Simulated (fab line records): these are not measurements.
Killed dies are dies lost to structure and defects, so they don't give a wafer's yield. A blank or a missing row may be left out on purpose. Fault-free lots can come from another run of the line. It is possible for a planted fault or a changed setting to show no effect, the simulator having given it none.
Struck lot and sound lot, side by side / flow nandHarc / 15 out of 1159 route steps
Sound: the wafers L616.2, L616.4, L616.6. Struck: wafer L617.1 (left out: L617.2, L617.3 of the same lot, which were not struck); the cause appears at the end.
Per side, at each step with rows, come the tool, then ch with its chambers, and then its first start. Under that, the readings that differ: sound wafers / struck wafers / difference of the means / sigmas: that difference in standard deviations of wafers without a fault.
alike: same words and numbers on both sides, and readings whose means sit less than 2 such deviations apart. not compared: any withheld reading, any reading some wafer has no value for, any bound like >300 that may hide the same value, and any number with overlapping values for which the record gives no deviation.
A row with sigmas, a row that says differs or no value, or rows on one side alone: a step with any of these is where the two part. Numbers that have no deviation but don't overlap get no sigmas and don't part them. Lack of a reading on every wafer of one side parts them only where that side has two or more wafers.

first, 5 steps without rows for these wafers: NHARC_A_CONTACT_SOFTBAKE_37 (time 55 s); NHARC_A_CONTACT_EBR_38; NHARC_A_CONTACT_EXPOSE_39 (exposes mask A CC 3); NHARC_A_CONTACT_PEB_40 (peb time 65 s); NHARC_A_CONTACT_DEVELOP_41 (develop time 35 s).
NHARC_A_CONTACT_CD_MEAS_42: the cd target is 200 nm.
  sound on cdSem-03 ch 0, day 17 06:19; struck on cdSem-01 ch 0, day 17 12:35
  alike: cdNm
NHARC_A_CONTACT_OVL_MEAS_43:
  struck on overlay-02, day 17 12:41; sound on overlay-01, day 17 06:24
  alike: overlayXNm, overlayYNm
NHARC_A_CONTACT_INSPECT_44:
  struck on defectInspect-01, day 17 12:43; sound on defectInspect-01, day 17 06:26
  alike: rawDefectCount
NHARC_A_CONTACT_DESCUM_47: chemistry O2, time 3 s.
  sound on rieDiel-10 ch 1,2, day 17 06:29; struck on rieDiel-10 ch 1, day 17 12:47
  alike: chamberPressureMTorr, drypumpMotorCurrentA, o2FlowSccm, oesProductAu, rfVppV, showerheadPlenumPTorr, throttleValvePct
  not compared: rfHoursCounterH
NHARC_A_CONTACT_ETCH_48: etches the open film in CF4, target depth 39 nm, time 65 s.
  sound on rieDiel-10 ch 0,1, day 17 06:35; struck on rieDiel-10 ch 2, day 17 12:55
reading=showerheadPlenumPTorr (Torr); sound=1.90 1.86 1.86; struck=1.71; difference=-0.16; sigmas=-2
  alike: chamberPressureMTorr, drypumpMotorCurrentA, oesProductAu, rfVppV, runLengthS, throttleValvePct
  not compared: rfHoursCounterH
NHARC_A_CONTACT_ETCH_49: etches the open film in N2/H2, target depth 260 nm, time 475.3 s.
  sound on rieDiel-10 ch 2,3; struck on rieDiel-10 ch 1
reading=showerheadPlenumPTorr (Torr); sound=2.08 1.96 1.96; struck=2.21; difference=+0.21; sigmas=+2
reading=throttleValvePct (%); sound=14.164 14.199 14.171; struck=14.156; difference=-0.022; sigmas=-2
  alike: chamberPressureMTorr, drypumpMotorCurrentA, oesProductAu, rfVppV, runLengthS
  not compared: rfHoursCounterH
NHARC_A_CONTACT_ETCH_50: etches the open film in CF4/CHF3, target depth 84.7 nm, time 42.4 s.
  sound on rieDiel-10 ch 1,3; struck on rieDiel-10 ch 0
  alike: chamberPressureMTorr, drypumpMotorCurrentA, oesProductAu, rfVppV, runLengthS, showerheadPlenumPTorr, throttleValvePct
  not compared: rfHoursCounterH
NHARC_A_CONTACT_ETCH_51: etches the open film in O2/COS, target depth 3600 nm, time 936 s.
  sound on rieDiel-10 ch 0,2,3, day 17 07:17; struck on rieDiel-10 ch 2, day 17 13:29
reading=runLengthS (s); sound=957.0 956.8 957.0; struck=691.5; difference=-265.4; sigmas=-99 or more
  alike: chamberPressureMTorr, drypumpMotorCurrentA, o2FlowSccm, oesProductAu, rfVppV, showerheadPlenumPTorr, throttleValvePct
  not compared: rfHoursCounterH
NHARC_A_CONTACT_ETCH_111: etches the open film in C4F8/O2/Ar, time 140 s, target depth 700 nm.
  sound on harCapEtch-03 ch 0,1, day 17 07:52; struck on harCapEtch-03 ch 1, day 17 14:09
  alike: chamberPressureMTorr, runLengthS
  not compared: rfHoursCounterH
-- record jumps: 3 days between struck wafers' starts before vs after; left off in module A_CONTACT, resumes in module END, first step shown is number 1159 of the route --
NHARC_END_SORT_01:
  the record has rows for the struck wafers here (prober-02 ch 0, day 20 21:55) and none for the sound ones

== WHERE THEY PART ==
At NHARC_A_CONTACT_ETCH_48 first; at NHARC_END_SORT_01 last (within this record only).

WHY: what the simulator had put in
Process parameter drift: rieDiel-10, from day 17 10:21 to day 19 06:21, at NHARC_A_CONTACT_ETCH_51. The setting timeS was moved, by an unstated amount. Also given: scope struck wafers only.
